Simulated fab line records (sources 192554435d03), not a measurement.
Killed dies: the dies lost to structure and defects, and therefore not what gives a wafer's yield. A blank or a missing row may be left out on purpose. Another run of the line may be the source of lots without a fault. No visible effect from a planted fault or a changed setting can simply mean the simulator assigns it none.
fab line records | flow n5_finfet
[record] lots = 4 | wafers = 12 | last_day = 20
route steps=1938 shown BEOL_M10@1500 BEOL_M11@1536 BEOL_M15@1830 PASSIVATION@1936
lots that met no fault: taken from a fault-free run of the same line
start_h: hours from the record's first day to the start of the lot's first wafer shown | wait_h: how many hours have passed since the lot's step before this one | " repeats the value in the row above | L1.1+2: a row that stands for several wafers | - no value, or no start given | * or withheld: withheld | < > ~ a bound
route shown NAME@n: NAME is a module with steps in the file, n the number in the route of the first one | usual: mean/standard deviation of fault-free wafers | same: alike in all rows | chamber/n: place in a boat | sites: per-site readings | _std_site: the values' standard deviation | _edge_site: mean of outer sites minus mean of inner sites | radius_mm: for every site, how far away it sits from the centre of the wafer | mask NAME#n: copy n | behind: the most recent tool/chamber to have shaped the wafer | hold: why the lot was held/for how many hours/how that ended | device: the n, p or np transistor that did not switch | end of line: the route-end tests of the same wafers | for a step that has no rows: nothing shown but its recipe | killed: dies that structure and defects cost at the first sort, which is not the same as the wafer's yield | map: the dies of a wafer, with x for killed, . for not killed, _ for no die there
set.NAME: the setting that was run; set.NAME@STEP: the one run at that earlier step | model.NAME: the simulator's own value behind a step, which no gauge read
certain route steps with their lots: each step a table, each wafer a row
services: from which hour (start_h, from the record's first day; less than 0 if before it) a tool's chamber was out of use, for how many hours, and why
[[steps]]
[step N5_BEOL_M10_PEB_26]
[recipe] peb_temp_c = withheld | peb_time_s = 60 | resist = CAR-ArF
[step N5_BEOL_M10_DEVELOP_27]
[recipe] develop_time_s = 30 | developer = TMAH | resist = CAR-ArF | rinse_liquid = diw | dry = air_spin | dev_temp_c = 23
[step N5_BEOL_M10_DESCUM_33]
[recipe] chemistry = O2 | time_s = 7.9 | source_power_w = 50 | bias_power_w = 20 | pressure_mtorr = 20 | rf_frequency_hz = 2.712e+07 | temp_c = 40 | resist = CAR-ArF | o2_flow_sccm = 225
[step N5_BEOL_M10_ETCH_65]
[recipe] chemistry = CF4 | target = SiARC | target_depth_a = 390 | mask_material = CAR-ArF | time_s = 65 | ion_energy_ev = 80 | pressure_mtorr = 40 | source_w = 545 | bias_w = 36 | Ar_flow_sccm = 100 | cf4_flow_sccm = 100 | ends = cleared
[step N5_BEOL_M10_ETCH_66]
[recipe] chemistry = N2/H2 | target = SOC | target_depth_a = 1200 | overetch_a = 240 | mask_material = SiARC | temp_c = 40 | time_s = 180 | ion_energy_ev = 200 | pressure_mtorr = 30 | source_w = 840 | bias_w = 150 | n2_flow_sccm = 200 | h2_flow_sccm = 200
[step N5_BEOL_M10_STRIP_69]
[recipe] chemistry = N2/H2 | temp_c = 40 | n2_flow_sccm = 200 | h2_flow_sccm = 200 | rf_frequency_hz = 6e+07
[step N5_BEOL_M10_VIA_ETCH_34]
[recipe] chemistry = C4F6/O2 | target = SiCOH_lowk | target_depth_a = 1845 | mask_material = SOC | taper_deg = 4 | time_s = 69.2 | ion_energy_ev = 250 | pressure_mtorr = 30 | source_w = 345 | bias_w = 185 | Ar_flow_sccm = 300 | C4F6_flow_sccm = 10 | O2_flow_sccm = 10
[step N5_BEOL_M10_STRIP_73]
[recipe] chemistry = C4F6/O2 | resist = SiARC | rf_frequency_hz = 6e+07
[step N5_BEOL_M10_STRIP_36]
[recipe] chemistry = N2/H2 | power_w = 450 | temp_c = 40 | pressure_mtorr = 20 | rf_frequency_hz = 6e+07 | overash_fraction = 0.3 | bias_power_w = 7 | h2_frac = 0.5 | n2_flow_sccm = 200 | h2_flow_sccm = 200
[step N5_BEOL_M10_TRENCH_ETCH_37]
[recipe] chemistry = C4F6/O2 | target_depth_a = 1488.3 | target = SiCOH_lowk | time_s = 48 | ion_energy_ev = 250 | pressure_mtorr = 30 | source_w = 345 | bias_w = 185 | Ar_flow_sccm = 300 | C4F6_flow_sccm = 10 | O2_flow_sccm = 10
[usual] bias_w = 185.0/0.63 | drypump_motor_current_A = 5.6/0.39 | oes_ar_750_au = 0.79/0.088 | oes_f_703_au = 0.79/0.089 | oes_product_au = 0.80/0.096 | rf_vpp_V = 667/16 | showerhead_plenum_p_Torr = 2.85/0.12 | throttle_valve_pct = 20.99/0.27
lot.wafer | tool        | chamber | start_h | wait_h | bias_w | drypump_motor_current_A | oes_ar_750_au | oes_f_703_au | oes_product_au | rf_hours_counter_h | rf_vpp_V | showerhead_plenum_p_Torr | throttle_valve_pct | model.etch.depth_nm | model.BEOL_M10.feature_depth_nm | model.TiN_of_BEOL_M10_HM_DEP_02.thk_nm
L547.2    | rie_diel-04 | 1       | 275.03  | -      | 184.9  | 6.1                     | 0.72          | 0.72         | 0.71           | 209                | 655      | 2.73                     | 21.28              | 146.6               | 146.6                           | 16.2
L547.4    | "           | 1       | "       | "      | 185.1  | 6.1                     | 0.72          | 0.72         | 0.70           | -                  | 654      | 2.73                     | 21.27              | 148                 | 148                             | 16.6
L547.5    | "           | 2       | "       | "      | 185.5  | 5.6                     | 0.86          | 0.83         | 0.85           | -                  | 665      | 2.92                     | 21.33              | 152.3               | 152.2                           | 15.6
L561.2    | rie_diel-04 | 0       | 370.75  | -      | 117.5  | 5.8                     | 0.69          | 0.69         | 0.67           | 179                | 486      | 2.82                     | 20.50              | 129.3               | 129.4                           | 16.6
L561.4    | "           | 1       | "       | "      | 184.9  | 6.1                     | 0.69          | 0.69         | 0.68           | 252                | 656      | 2.71                     | 21.34              | 148.6               | 148.6                           | 16.2
L561.6    | "           | 3       | "       | "      | 184.2  | 5.5                     | 0.74          | 0.77         | 0.72           | -                  | 641      | 2.70                     | 20.98              | 151.3               | 151.2                           | 15.8
L559.2    | rie_diel-04 | 0       | 383.84  | -      | 118.4  | 5.8                     | 0.69          | 0.69         | 0.67           | 182                | 487      | 2.82                     | 20.51              | 128.3               | 128.4                           | 17.2
L559.4    | "           | 3       | "       | "      | 185.1  | 5.5                     | 0.74          | 0.76         | 0.73           | -                  | 641      | 2.70                     | 21.00              | 152.8               | 152.8                           | 16
L559.6    | "           | 0       | "       | "      | 118.1  | 5.8                     | 0.69          | 0.69         | 0.67           | -                  | 488      | 2.82                     | 20.52              | 128.7               | 128.6                           | 17
L566.2    | rie_diel-01 | 2       | 406.64  | -      | 185.7  | 5.1                     | 0.95          | 0.98         | 0.94           | 18                 | 653      | 2.80                     | 20.84              | 151                 | 151                             | 15.4
L566.3    | "           | 0       | "       | "      | 186.3  | 6.3                     | 0.87          | 0.88         | 0.86           | 56                 | 653      | 2.91                     | 20.86              | 151                 | 151                             | 15.8
L566.5    | "           | 1       | "       | "      | 183.6  | 5.8                     | 0.71          | 0.68         | 0.73           | -                  | 706      | 2.97                     | 20.96              | 145.3               | 145.2                           | 15.4
[step N5_BEOL_M10_ETCH_41]
[recipe] chemistry = CH3F/O2 | target = SiCN | target_depth_a = 426 | taper_deg = 2 | time_s = 86 | ion_energy_ev = 120 | mask_material = TiN | pressure_mtorr = 30 | source_w = 395 | bias_w = 75 | Ar_flow_sccm = 150 | CH3F_flow_sccm = 30 | O2_flow_sccm = 20
[step N5_BEOL_M10_STRIP_77]
[recipe] chemistry = N2/H2 | time_s = 10 | power_w = 450 | temp_c = 40 | pressure_mtorr = 20 | rf_frequency_hz = 6e+07 | bias_power_w = 7 | n2_flow_sccm = 200 | h2_flow_sccm = 200
[step N5_BEOL_M10_OCD_MEAS_38]
[usual] trench_depth_nm = 150/3.5
lot.wafer | tool   | chamber | start_h | wait_h | trench_depth_nm
L547.2    | ocd-02 | -       | 275.29  | -      | 147
L547.4    | "      | -       | "       | "      | 148
L547.5    | "      | -       | "       | "      | 152
L561.2    | ocd-01 | -       | 370.93  | -      | 129
L561.4    | "      | -       | "       | "      | 148
L561.6    | "      | -       | "       | "      | 152
L559.2    | ocd-02 | -       | 384.02  | -      | 128
L559.4    | "      | -       | "       | "      | 153
L559.6    | "      | -       | "       | "      | 128
L566.2    | ocd-02 | -       | 406.83  | -      | 151
L566.3    | "      | -       | "       | "      | 151
L566.5    | "      | -       | "       | "      | 145
[step N5_BEOL_M10_HM_STRIP_39]
[recipe] chemistry = peroxide_tin_strip | material = TiN | target_depth_a = 250 | temp_c = 50 | time_s = 158
[step N5_BEOL_M10_SRD_40]
[recipe] time_s = 30 | temp_c = 23 | rinse_liquid = diw | dry = ipa_marangoni
[step N5_BEOL_M10_PRECLEAN_42]
[recipe] chemistry = residue_remover | time_s = 60 | temp_c = 40
[step N5_BEOL_M10_SRD_43]
[recipe] time_s = 30 | temp_c = 23 | rinse_liquid = diw | dry = ipa_marangoni
[step N5_BEOL_M10_CURE_72]
[recipe] temp_c = 370 | time_s = 120 | ambient = DMADMS/He | material = SiCOH_lowk
[step N5_BEOL_M10_DEGAS_44]
[recipe] ambient = vacuum | temp_c = 250 | time_s = 60
[step N5_BEOL_M10_PRE_CLEAN_45]
[recipe] gas = H2/He | time_s = 30 | temp_c = 250
[step N5_BEOL_M10_ALD_74]
[recipe] material = TaN | target_thk_a = 20 | temp_c = 275 | ald_precursor_family = PDMAT | ald_co_reactant = NH3 | pressure_torr = 3 | carrier_flow_sccm = 1500 | pulse_time_s = 2 | purge_time_s = 3 | co_reactant_purge_time_s = 2 | co_reactant_pulse_time_s = 3 | ald_cycles = 40 | precursor_vessel_temp_c = 75 | precursor_vessel_pressure_torr = 26.25 | precursor_vessel_carrier_sccm = 1000
[step N5_BEOL_M10_SURFACE_TREAT_76]
[recipe] gas = Ar | time_s = * | ion_energy_ev = * | ion_current_ma_cm2 = 0.5 | pressure_mtorr = * | ar_flow_sccm = 30
[step N5_BEOL_M10_CVD_75]
[recipe] material = Co | target_thk_a = 20 | temp_c = withheld | precursor = CCTBA/H2 | pressure_torr = 30 | time_s = 138.9
[step N5_BEOL_M10_SPUTTER_48]
[recipe] material = Cu | target_thk_a = 120 | temp_c = -20 | bias_v = 60 | power_w = 26000 | chamber_pressure_pa = 0.13 | time_s = 2
[step N5_BEOL_M10_ECD_50]
[recipe] material = Cu | target_thk_a = 3180
[step N5_BEOL_M10_ANNEAL_51]
[recipe] temp_c = 225 | time_s = 90 | ambient = N2
[step N5_BEOL_M10_CMP_52]
[recipe] stop_on = SiCOH_lowk | t_overpolish_s = 7 | down_force_psi = 1 | platen_rpm = 50 | clearing_platen_down_force_psi = 1.5 | clearing_platen_rpm = 50 | post_cmp_clean = cu_alkaline | target_thk_nm = 140 | clearing_platen_pad_velocity_m_s = 0.99484 | pad_velocity_m_s = 0.99484
[usual] edge_zone_pressure_frac = 1.000/0.005 | motor_current_A = 6.2/0.73
lot.wafer | tool   | chamber | start_h | wait_h | edge_zone_pressure_frac | motor_current_A | model.Cu_of_BEOL_M10_ECD_50.thk_nm
L547.2    | cmp-01 | 3       | 277.60  | 0.2    | 0.992                   | 5.7             | 139.2
L547.4    | "      | 1       | "       | "      | 0.996                   | 5.5             | 136.8
L547.5    | "      | 0       | "       | "      | 1.007                   | 7.1             | 141.2
L561.2    | cmp-01 | 1       | 373.18  | 0.3    | 0.998                   | 5.3             | 118.2
L561.4    | "      | 0       | "       | "      | 0.991                   | 6.9             | 139
L561.6    | "      | 2       | "       | "      | 1.001                   | 6.1             | 142.6
L559.2    | cmp-03 | 1       | 386.01  | 0.3    | 0.995                   | 6.2             | 120
L559.4    | "      | 2       | "       | "      | 0.995                   | 6.4             | 142.6
L559.6    | "      | 0       | "       | "      | 1.003                   | 6.6             | 120
L566.3    | cmp-03 | 1       | 409.14  | 0.2    | 0.994                   | 6.5             | 144
L566.2    | "      | 2       | "       | "      | 1.000                   | 6.3             | 141.6
L566.5    | "      | 1       | "       | "      | 1.001                   | 5.9             | 138.2
[step N5_BEOL_M10_THK_MEAS_53]
[recipe] thk_meas_gauge = xrf | reads = Cu_of_BEOL_M10_ECD_50
[usual] M10_THK = 140/3.5
lot.wafer | tool          | chamber | start_h | wait_h | M10_THK[nm]
L547.2    | film_metro-02 | -       | 277.90  | -      | 139
L547.4    | "             | -       | "       | "      | 136
L547.5    | "             | -       | "       | "      | 141
L561.2    | film_metro-02 | -       | 373.47  | -      | 116
L561.4    | "             | -       | "       | "      | 136
L561.6    | "             | -       | "       | "      | 140
L559.2    | film_metro-01 | -       | 386.23  | -      | 118
L559.4    | "             | -       | "       | "      | 140
L559.6    | "             | -       | "       | "      | 118
L566.2    | film_metro-01 | -       | 409.40  | -      | 141
L566.3    | "             | -       | "       | "      | 144
L566.5    | "             | -       | "       | "      | 138
[step N5_BEOL_M10_PRE_CLEAN_55]
[recipe] gas = NH3 | time_s = 15 | temp_c = withheld | rf_power_w = 300
[step N5_BEOL_M10_DEP_56]
[recipe] material = SiCN | target_thk_a = 150 | temp_c = withheld | precursor = 3MS/NH3 | pressure_torr = 3 | rf_w = 202 | time_s = 26.5
[step N5_BEOL_M10_RS_MEAS_57]
[recipe] thk_meas_gauge = four-point-probe | reads = Cu_of_BEOL_M10_ECD_50+Co_of_BEOL_M10_CVD_75+TaN_of_BEOL_M10_ALD_74
[usual] M10_RS = 0.150/0.0042
lot.wafer | tool          | chamber | start_h | wait_h | M10_RS[ohm/sq]
L547.2    | film_metro-02 | -       | 278.04  | 0.1    | 0.152
L547.4    | "             | -       | "       | "      | 0.155
L547.5    | "             | -       | "       | "      | 0.150
L561.2    | film_metro-02 | -       | 373.64  | 0.1    | 0.182
L561.4    | "             | -       | "       | "      | 0.152
L561.6    | "             | -       | "       | "      | 0.148
L559.2    | film_metro-02 | -       | 386.37  | 0.1    | 0.179
L559.4    | "             | -       | "       | "      | 0.148
L559.6    | "             | -       | "       | "      | 0.179
L566.2    | film_metro-02 | -       | 409.54  | 0.1    | 0.149
L566.3    | "             | -       | "       | "      | 0.147
L566.5    | "             | -       | "       | "      | 0.153
[step N5_BEOL_M11_ILD_DEP_00]
[recipe] material = SiCOH_lowk | target_thk_a = 3085.1 | temp_c = 300 | precursor = DEMS/porogen | pressure_torr = 5 | rf_w = 500 | time_s = 58
[step N5_BEOL_M11_CURE_71]
[recipe] temp_c = 385 | time_s = 240 | ambient = He/Ar | material = SiCOH_lowk
[step N5_BEOL_M11_PECVD_70]
[recipe] material = SiO2 | target_thk_a = 200 | temp_c = 400 | precursor = TEOS/O2 | pressure_torr = 5.5 | rf_w = 450 | teos_flow_sccm = 53.8 | gas = O2 | flow_sccm = 3000 | time_s = 22.7
[step N5_BEOL_M11_HM_DEP_02]
[recipe] material = TiN | target_thk_a = 200 | temp_c = 25 | chamber_pressure_pa = 0.49996
[step N5_BEOL_M11_COAT_59]
[recipe] resist = SOC | temp_c = 250 | time_s = 60 | spin_rpm = 1500 | resist_thk_nm = 100
[step N5_BEOL_M15_RC_MEAS_101]
[usual] COMB_M10 = 1.4e-11/2.9e-12 | COMB_M11 = 1.5e-11/3e-12 | COMB_M11_max_site = 2.1e-11/5.2e-12 | COMB_M12 = 5.9e-12/1.4e-12 | COMB_M13 = 4.4e-12/8.8e-13 | COMB_M14 = 3.4e-12/8.3e-13 | COMB_M15 = 2.2e-12/5.6e-13 | COMB_M5 = 3.6e-11/6.6e-12 | COMB_M6 = 2.5e-11/5.3e-12 | COMB_M7 = 2.4e-11/4.6e-12 | COMB_M8 = 2.5e-11/5.5e-12 | COMB_M9 = 1.41e-11/2.9e-12 | SERP_M10 = 3.06/0.1 | SERP_M10_max_site = 3.15/0.1 | SERP_M11 = 3.11/0.11 | SERP_M12 = 0.635/0.022 | SERP_M13 = 0.309/0.0067 | SERP_M14 = 0.157/0.006 | SERP_M5 = 40.0/2.3 | SERP_M6 = 13.6/0.73 | SERP_M7 = 14.0/0.71 | SERP_M8 = 13.9/0.71 | SERP_M8_max_site = 14.5/0.79 | SERP_M9 = 3.06/0.11
lot.wafer | tool      | chamber | start_h | wait_h | COMB_M10[S/m] | COMB_M11[S/m] | COMB_M11_max_site[S/m] | COMB_M12[S/m] | COMB_M13[S/m] | COMB_M14[S/m] | COMB_M15[S/m] | COMB_M5[S/m] | COMB_M6[S/m] | COMB_M7[S/m] | COMB_M8[S/m] | COMB_M9[S/m] | SERP_M10[ohm/um] | SERP_M10_max_site[ohm/um] | SERP_M11[ohm/um] | SERP_M12[ohm/um] | SERP_M13[ohm/um] | SERP_M14[ohm/um] | SERP_M5[ohm/um] | SERP_M6[ohm/um] | SERP_M7[ohm/um] | SERP_M8[ohm/um] | SERP_M8_max_site[ohm/um] | SERP_M9[ohm/um]
L547.2    | prober-02 | 0       | 318.15  | 0.2    | 9.5e-12       | 1.7e-11       | 2.1e-11                | 5.4e-12       | 4.5e-12       | 3.4e-12       | 2e-12         | 2.9e-11      | 2.2e-11      | 2.7e-11      | 2.8e-11      | 1.22e-11     | 3.05             | 3.12                      | 3.01             | 0.653            | 0.303            | 0.160            | 36.8            | 12.6            | 14.0            | 14.4            | 14.8                     | 3.10
L547.4    | "         | 0       | "       | "      | 1.2e-11       | 1.6e-11       | 2.5e-11                | 7.9e-12       | 4e-12         | 2.9e-12       | 1.9e-12       | 2.7e-11      | 2e-11        | 2.9e-11      | 3.3e-11      | 2.16e-11     | 3.21             | 3.28                      | 3.01             | 0.653            | 0.297            | 0.148            | 36.9            | 13.3            | 14.3            | 14.2            | 14.6                     | 3.15
L547.5    | "         | 0       | "       | "      | 1.14e-11      | 1.6e-11       | 2.2e-11                | 8.1e-12       | 5.5e-12       | 3e-12         | 2.4e-12       | 3.4e-11      | 1.6e-11      | 2.3e-11      | 2.1e-11      | 1.65e-11     | 2.98             | 3.17                      | 3.00             | 0.654            | 0.301            | 0.149            | 43.0            | 12.8            | 13.3            | 14.3            | 14.9                     | 3.26
L561.2    | prober-01 | 0       | 424.18  | 0.2    | 9e-12         | 1.3e-11       | 1.5e-11                | 5.4e-12       | 4.2e-12       | 2.7e-12       | 2.1e-12       | 4.5e-11      | 1.7e-11      | 2.3e-11      | 2.2e-11      | 1.3e-11      | 3.76             | 3.81                      | 3.19             | 0.603            | 0.309            | 0.159            | 40.9            | 13.5            | 13.2            | 13.5            | 14.0                     | 3.14
L561.4    | "         | 0       | "       | "      | 1.32e-11      | 1.5e-11       | 1.9e-11                | 8.7e-12       | 4.5e-12       | 2.8e-12       | 2.6e-12       | 3.3e-11      | 2.8e-11      | 1.9e-11      | 2.2e-11      | 1.57e-11     | 3.17             | 3.23                      | 3.07             | 0.591            | 0.302            | 0.148            | 42.3            | 12.9            | 14.9            | 13.4            | 13.7                     | 3.11
L561.6    | "         | 0       | "       | "      | 1.15e-11      | 1.1e-11       | 1.6e-11                | 5.2e-12       | 4e-12         | 3.1e-12       | 3e-12         | 3.9e-11      | 2.1e-11      | 1.7e-11      | 2.7e-11      | 1.16e-11     | 3.07             | 3.13                      | 3.05             | 0.593            | 0.320            | 0.161            | 39.8            | 13.1            | 14.2            | 13.2            | 13.5                     | 2.99
L559.2    | prober-01 | 0       | 455.48  | 0.2    | 1.83e-11      | 1.3e-11       | 1.9e-11                | 5.4e-12       | 4.9e-12       | 3.1e-12       | 1.9e-12       | 3.6e-11      | 2.5e-11      | 2.7e-11      | 2.5e-11      | 1.94e-11     | 3.63             | 3.67                      | 3.22             | 0.646            | 0.312            | 0.169            | 40.6            | 12.4            | 13.6            | 14.6            | 15.6                     | 3.00
L559.4    | "         | 0       | "       | "      | 1.19e-11      | 1.4e-11       | 2e-11                  | 5.9e-12       | 3.3e-12       | 4.3e-12       | 2.7e-12       | 5.1e-11      | 2.4e-11      | 2.8e-11      | 2.2e-11      | 1.81e-11     | 3.00             | 3.07                      | 3.16             | 0.680            | 0.307            | 0.171            | 39.1            | 12.5            | 12.7            | 14.4            | 15.1                     | 3.06
L559.6    | "         | 0       | "       | "      | 1.65e-11      | 1.8e-11       | 2.6e-11                | 7.5e-12       | 4e-12         | 4.5e-12       | 2.4e-12       | 4e-11        | 3e-11        | 2.5e-11      | 2e-11        | 1.19e-11     | 3.60             | 3.68                      | 3.33             | 0.675            | 0.310            | 0.164            | 38.8            | 13.7            | 13.4            | 13.2            | 14.0                     | 3.05
L566.2    | prober-01 | 0       | 460.59  | 0.2    | 1.77e-11      | 1.5e-11       | 2e-11                  | 1.07e-11      | 4.3e-12       | 2.5e-12       | 2.4e-12       | 3.7e-11      | 2.9e-11      | 1.5e-11      | 3.3e-11      | 1.47e-11     | 2.98             | 3.04                      | 3.03             | 0.669            | 0.302            | 0.162            | 38.7            | 13.7            | 13.3            | 13.8            | 14.2                     | 3.20
L566.3    | "         | 0       | "       | "      | 1.37e-11      | 1.9e-11       | 3.8e-11                | 6.5e-12       | 3.6e-12       | 3.8e-12       | 2.8e-12       | 3.5e-11      | 2.2e-11      | 2.6e-11      | 2.9e-11      | 1.61e-11     | 2.92             | 2.97                      | 3.03             | 0.619            | 0.309            | 0.151            | 39.6            | 13.2            | 14.5            | 15.6            | 16.0                     | 3.14
L566.5    | "         | 0       | "       | "      | 9.8e-12       | 1.7e-11       | 2.8e-11                | 5.1e-12       | 4.1e-12       | 5e-12         | 1.6e-12       | 3.7e-11      | 2.5e-11      | 2.8e-11      | 1.8e-11      | 8.2e-12      | 3.07             | 3.18                      | 3.10             | 0.673            | 0.320            | 0.161            | 39.8            | 13.2            | 13.3            | 14.5            | 15.3                     | 2.91
// sites SERP_M10 radius_mm=0,75,75,75,75,140,140,140,140
L547.2 3.03 3.05 3.01 3.03 3.03 3.12 3.08 3.06 3.09
L561.2 3.76 3.78 3.77 3.76 3.81 3.65 3.64 3.62 3.64
L559.2 3.66 3.67 3.63 3.65 3.66 3.56 3.48 3.52 3.49
L566.2 2.98 2.97 3.01 3.01 3.04 2.91 2.98 2.92 2.97
[step N5_PASSIVATION_PROBE_49]
[usual] defect_limited_yield = 91.2/1.5 | killed_at_M0_to_M3 = 36/10 | killed_at_M4_up = 14/5.2 | killed_at_contacts = 12/6 | killed_at_front_end = 37/10 | killed_at_other = 4/3.3 | killed_dies = 104/18 | killed_open = 68/14 | killed_short = 34/7.4 | sort_bin_5_function = 5.2/1 | sort_bin_6_memory = 3.3/0.7 | sort_bin_8_speed = 0.01/0.045 | sort_n_pass = 1076/18 | sort_yield_pct = 91.2/1.5
[same] gross_dies = 1180 | killed_at_back_side = 0 | sort_bin_4_leakage[%] = 0
lot.wafer | tool      | chamber | start_h | wait_h | defect_limited_yield[%] | killed_at_M0_to_M3 | killed_at_M4_up | killed_at_contacts | killed_at_front_end | killed_at_other | killed_dies | killed_open | killed_short | sort_bin_5_function[%] | sort_bin_6_memory[%] | sort_bin_8_speed[%] | sort_n_pass | sort_yield_pct[%]
L561.2    | prober-02 | -       | 439.47  | 0.1    | 88.9                    | 74                 | 11              | 7                  | 28                  | 11              | 131         | 96          | 34           | 6.3                    | 4.6                  | 0                   | 1049        | 88.9
L561.4    | prober-02 | -       | 439.57  | 0.2    | 90.8                    | 39                 | 19              | 8                  | 38                  | 4               | 108         | 77          | 30           | 5.7                    | 3.1                  | 0                   | 1072        | 90.8
L561.6    | prober-02 | -       | 439.67  | 0.3    | 92.1                    | 38                 | 18              | 8                  | 27                  | 2               | 93          | 67          | 26           | 4.6                    | 3.1                  | 0                   | 1087        | 92.1
L566.2    | prober-01 | -       | 478.25  | 0.1    | 92.2                    | 48                 | 16              | 3                  | 23                  | 2               | 92          | 57          | 34           | 4.9                    | 2.7                  | 0                   | 1088        | 92.2
L566.3    | prober-01 | -       | 478.30  | 0.1    | 91.7                    | 42                 | 9               | 6                  | 29                  | 12              | 98          | 60          | 37           | 4.9                    | 3.1                  | 0                   | 1082        | 91.7
L566.5    | prober-01 | -       | 478.40  | 0.2    | 92.5                    | 18                 | 15              | 7                  | 46                  | 3               | 89          | 58          | 30           | 5.2                    | 2.3                  | 0                   | 1091        | 92.5
// killed by level:class
L561.2 BEOL_M1:geometric_particle:open=19 BEOL_M3:geometric_particle:open=11 BEOL_M0_SAQP:geometric_particle:short=10 BEOL_M0_SAQP:geometric_particle:open=10 BEOL_M2:geometric_particle:open=8 STI_FIN_REVEAL:geometric_particle:open=7 MOL_CONTACT_COAG:geometric_particle:open=7 PASS1_CAP:geometric_particle:open=6
L561.4 FIN_SAQP:geometric_particle:open=10 BEOL_M2:geometric_particle:open=9 STI_FIN_REVEAL:geometric_particle:open=9 BEOL_M1:geometric_particle:open=9 MOL_CONTACT_COAG:geometric_particle:open=6 BEOL_M0_SAQP:geometric_particle:short=6 BEOL_M3:geometric_particle:open=5 BEOL_M4:geometric_particle:open=5
L561.6 BEOL_M3:geometric_particle:open=11 BEOL_M2:geometric_particle:open=9 BEOL_M1:geometric_particle:open=8 BEOL_M4:geometric_particle:open=8 DUMMY_GATE:geometric_particle:open=7 MOL_CONTACT_COAG:geometric_particle:open=6 FIN_SAQP:geometric_particle:open=5 STI_FIN_REVEAL:geometric_particle:open=4
L566.2 BEOL_M2:geometric_particle:open=13 BEOL_M3:geometric_particle:open=8 BEOL_M2:geometric_particle:short=7 STI_FIN_REVEAL:geometric_particle:open=6 BEOL_M0_SAQP:geometric_particle:short=6 BEOL_M4:geometric_particle:open=6 STI_FIN_REVEAL:geometric_particle:short=5 BEOL_M0_SAQP:geometric_particle:open=5
L566.3 BEOL_M0_SAQP:geometric_particle:open=10 GATE_CUT:geometric_particle:short=7 BEOL_M1:geometric_particle:open=7 MOL_CONTACT_COAG:geometric_particle:open=6 BEOL_M0_SAQP:geometric_particle:short=6 FIN_SAQP:geometric_particle:short=5 BEOL_M2:geometric_particle:open=5 MIM_TOP_ETCH:geometric_particle:open=5
L566.5 STI_FIN_REVEAL:geometric_particle:open=12 GATE_CUT:geometric_particle:open=7 BEOL_M4:geometric_particle:open=7 MOL_CONTACT_COAG:geometric_particle:open=6 BEOL_M2:geometric_particle:open=6 STI_FIN_REVEAL:geometric_particle:short=5 STARTING-WAFER:geometric_particle:short=4 FIN_SAQP:geometric_particle:short=3
[[services]]
tool        | chamber | start_h | hours | kind
rie_diel-04 | 0       | 268.44  | 10.6  | repair
cmp-01      | -       | 269.12  | 8.4   | pm
rie_diel-04 | 3       | 273.77  | 2.0   | repair
cmp-01      | -       | 278.95  | 0.5   | repair
rie_diel-01 | 1       | 313.20  | 6.2   | repair
rie_diel-01 | 2       | 319.40  | -     | clean
rie_diel-01 | 2       | 319.40  | -     | consumable_replace:focus_ring
rie_diel-01 | 2       | 319.40  | 19.2  | scheduled_down
rie_diel-01 | 2       | 319.40  | 19.2  | vent_cycle
cmp-01      | -       | 325.02  | 0.8   | repair
rie_diel-01 | -       | 351.84  | 15.6  | pm
cmp-03      | -       | 358.93  | 2.4   | repair
cmp-03      | -       | 369.83  | 10.2  | pm
cmp-01      | -       | 375.79  | 4.0   | pm
cmp-01      | -       | 379.79  | -     | consumable_replace:conditioner
cmp-01      | -       | 379.79  | -     | consumable_replace:pad
rie_diel-04 | 1       | 380.23  | 18.4  | repair
cmp-03      | -       | 381.43  | 2.7   | repair
rie_diel-04 | 0       | 386.71  | 4.0   | repair
[[key]]
[first_sign] step = N5_BEOL_M10_TRENCH_ETCH_37 | reading = bias_w | direction = down | sigmas = 99+ | usual = * | struck = *
[effect] step = N5_BEOL_M10_TRENCH_ETCH_37 | reading = rf_vpp_V | direction = down | sigmas = 11 | usual = 667 | struck = 487
[effect] step = N5_BEOL_M10_OCD_MEAS_38 | reading = trench_depth_nm | direction = down | sigmas = 6.3 | usual = 150 | struck = 129
[effect] step = N5_BEOL_M10_THK_MEAS_53 | reading = M10_THK | direction = down | sigmas = 6.4 | usual = 140 | struck = 117
[effect] step = N5_BEOL_M10_RS_MEAS_57 | reading = M10_RS | direction = up | sigmas = 7.3 | usual = 0.150 | struck = 0.180
[effect] step = N5_BEOL_M15_RC_MEAS_101 | reading = SERP_M10 | direction = up | sigmas = 5.8 | usual = 3.06 | struck = 3.66
[model_effect] step = N5_BEOL_M10_TRENCH_ETCH_37 | value = etch.depth_nm | without = 148.1 | struck = 128.8
[model_effect] step = N5_BEOL_M10_CMP_52 | value = Cu_of_BEOL_M10_ECD_50.thk_nm | without = 138.7 | struck = 119.4
met_at N5_BEOL_M10_TRENCH_ETCH_37
struck_wafers L559.2,L559.6,L561.2
[fault] kind = process_parameter_drift | tool = rie_diel-04 | chamber = 0 | onset_h = 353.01 | steps = N5_BEOL_M10_TRENCH_ETCH_37 | channel = bias_w | offset = * | shape = step | end_h = 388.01 | acts_in = * | stated = *
